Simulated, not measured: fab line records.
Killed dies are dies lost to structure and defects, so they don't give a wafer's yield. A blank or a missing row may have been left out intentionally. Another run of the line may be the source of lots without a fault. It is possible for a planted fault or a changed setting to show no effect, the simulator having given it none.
Matching of chambers :: flow nandHarc :: NHARC_A_SLIT_ETCH_24 on rieDiel-01: 4 sister chambers
The step etches the open film in CF4/CHF3, target depth 121 nm, time 60.5 s. 24 wafers are shown with their chamber, then 12 later ones without.

## WAFERS, EACH WITH ITS CHAMBER
wafer: L074.1
chamber: 2
drypumpMotorCurrentA (A): 5.2
showerheadPlenumPTorr (Torr): 1.69
rfVppV (V): 374.7

wafer: L074.5
chamber: 2
drypumpMotorCurrentA (A): 5.2
showerheadPlenumPTorr (Torr): 1.69
rfVppV (V): 373.9

wafer: L074.6
chamber: 3
drypumpMotorCurrentA (A): 5.9
showerheadPlenumPTorr (Torr): 1.64
rfVppV (V): 374.4

wafer: L078.3
chamber: 0
drypumpMotorCurrentA (A): 6.0
showerheadPlenumPTorr (Torr): 1.49
rfVppV (V): 368.2

wafer: L078.5
chamber: 0
drypumpMotorCurrentA (A): 6.0
showerheadPlenumPTorr (Torr): 1.49
rfVppV (V): 369.2

wafer: L078.6
chamber: 3
drypumpMotorCurrentA (A): 5.9
showerheadPlenumPTorr (Torr): 1.64
rfVppV (V): 373.2

wafer: L079.2
chamber: 3
drypumpMotorCurrentA (A): 5.9
showerheadPlenumPTorr (Torr): 1.64
rfVppV (V): 372.6

wafer: L079.3
chamber: 2
drypumpMotorCurrentA (A): 5.2
showerheadPlenumPTorr (Torr): 1.69
rfVppV (V): 374.4

wafer: L079.6
chamber: 2
drypumpMotorCurrentA (A): 5.2
showerheadPlenumPTorr (Torr): 1.69
rfVppV (V): 375.0

wafer: L084.1
chamber: 3
drypumpMotorCurrentA (A): 5.8
showerheadPlenumPTorr (Torr): 1.64
rfVppV (V): 372.8

wafer: L084.4
chamber: 0
drypumpMotorCurrentA (A): 6.0
showerheadPlenumPTorr (Torr): 1.49
rfVppV (V): 368.0

wafer: L084.5
chamber: 0
drypumpMotorCurrentA (A): 6.0
showerheadPlenumPTorr (Torr): 1.49
rfVppV (V): 368.5

wafer: L085.2
chamber: 3
drypumpMotorCurrentA (A): 5.9
showerheadPlenumPTorr (Torr): 1.64
rfVppV (V): 371.5

wafer: L085.3
chamber: 1
drypumpMotorCurrentA (A): 6.3
showerheadPlenumPTorr (Torr): 1.58
rfVppV (V): 370.1

wafer: L085.6
chamber: 3
drypumpMotorCurrentA (A): 5.9
showerheadPlenumPTorr (Torr): 1.64
rfVppV (V): 372.8

wafer: L088.1
chamber: 1
drypumpMotorCurrentA (A): 6.3
showerheadPlenumPTorr (Torr): 1.58
rfVppV (V): 371.3

wafer: L088.4
chamber: 0
drypumpMotorCurrentA (A): 6.0
showerheadPlenumPTorr (Torr): 1.49
rfVppV (V): 367.0

wafer: L088.5
chamber: 1
drypumpMotorCurrentA (A): 6.3
showerheadPlenumPTorr (Torr): 1.58
rfVppV (V): 370.5

wafer: L089.2
chamber: 0
drypumpMotorCurrentA (A): 6.0
showerheadPlenumPTorr (Torr): 1.49
rfVppV (V): 368.1

wafer: L089.3
chamber: 2
drypumpMotorCurrentA (A): 5.2
showerheadPlenumPTorr (Torr): 1.68
rfVppV (V): 373.6

wafer: L089.6
chamber: 3
drypumpMotorCurrentA (A): 5.9
showerheadPlenumPTorr (Torr): 1.64
rfVppV (V): 373.5

wafer: L091.2
chamber: 1
drypumpMotorCurrentA (A): 6.3
showerheadPlenumPTorr (Torr): 1.58
rfVppV (V): 369.7

wafer: L091.3
chamber: 3
drypumpMotorCurrentA (A): 5.9
showerheadPlenumPTorr (Torr): 1.64
rfVppV (V): 372.4

wafer: L091.4
chamber: 0
drypumpMotorCurrentA (A): 6.0
showerheadPlenumPTorr (Torr): 1.48
rfVppV (V): 367.9

SIGNATURES (means of the wafers above)
reading: drypumpMotorCurrentA
chamber 0: 6.000
chamber 1: 6.300
chamber 2: 5.200
chamber 3: 5.888
scatter within a chamber: 0.0209

reading: showerheadPlenumPTorr
chamber 0: 1.4886
chamber 1: 1.5800
chamber 2: 1.6880
chamber 3: 1.6400
scatter within a chamber: 0.00288

reading: rfVppV
chamber 0: 368.129
chamber 1: 370.400
chamber 2: 374.320
chamber 3: 372.900
scatter within a chamber: 0.72
Rule: for a wafer and a chamber, the distance is found by dividing, reading by reading, the gap between the wafer's reading and the chamber's mean by the reading's scatter, squaring, summing and taking the root. If the next closest chamber is less than 2 further off than the closest, the wafer can't be placed; otherwise it belongs to the closest. The scatter is the square root of a quotient: the sum, over the shown wafers, of each reading's squared deviation from its chamber's mean, divided by wafers minus chambers.

## WAFERS WITH NO CHAMBER GIVEN
wafer: L094.1
drypumpMotorCurrentA (A): 6.0
showerheadPlenumPTorr (Torr): 1.49
rfVppV (V): 369.6

wafer: L094.4
drypumpMotorCurrentA (A): 6.2
showerheadPlenumPTorr (Torr): 1.58
rfVppV (V): 370.8

wafer: L094.6
drypumpMotorCurrentA (A): 5.9
showerheadPlenumPTorr (Torr): 1.64
rfVppV (V): 373.3

wafer: L095.2
drypumpMotorCurrentA (A): 5.9
showerheadPlenumPTorr (Torr): 1.63
rfVppV (V): 373.0

wafer: L095.3
drypumpMotorCurrentA (A): 6.3
showerheadPlenumPTorr (Torr): 1.58
rfVppV (V): 370.3

wafer: L095.6
drypumpMotorCurrentA (A): 6.0
showerheadPlenumPTorr (Torr): 1.48
rfVppV (V): 368.1

wafer: L096.3
drypumpMotorCurrentA (A): 6.3
showerheadPlenumPTorr (Torr): 1.58
rfVppV (V): 369.8

wafer: L096.4
drypumpMotorCurrentA (A): 5.9
showerheadPlenumPTorr (Torr): 1.63
rfVppV (V): 371.9

wafer: L096.6
drypumpMotorCurrentA (A): 6.3
showerheadPlenumPTorr (Torr): 1.58
rfVppV (V): 372.4

wafer: L097.2
drypumpMotorCurrentA (A): 5.2
showerheadPlenumPTorr (Torr): 1.68
rfVppV (V): 373.6

wafer: L097.3
drypumpMotorCurrentA (A): 5.9
showerheadPlenumPTorr (Torr): 1.63
rfVppV (V): 372.7

wafer: L097.5
drypumpMotorCurrentA (A): 6.0
showerheadPlenumPTorr (Torr): 1.48
rfVppV (V): 366.4

## EACH ONE'S CHAMBER
wafer: L094.1
from the rows above: 0
in truth: 0

wafer: L094.4
from the rows above: 1
in truth: 1

wafer: L094.6
from the rows above: 3
in truth: 3

wafer: L095.2
from the rows above: 3
in truth: 3

wafer: L095.3
from the rows above: 1
in truth: 1

wafer: L095.6
from the rows above: 0
in truth: 0

wafer: L096.3
from the rows above: 1
in truth: 1

wafer: L096.4
from the rows above: 3
in truth: 3

wafer: L096.6
from the rows above: 1
in truth: 1

wafer: L097.2
from the rows above: 2
in truth: 2

wafer: L097.3
from the rows above: 3
in truth: 3

wafer: L097.5
from the rows above: 0
in truth: 0
Placed correctly: 12 of 12. Not placeable from these rows: 0. 0 placed wrongly.
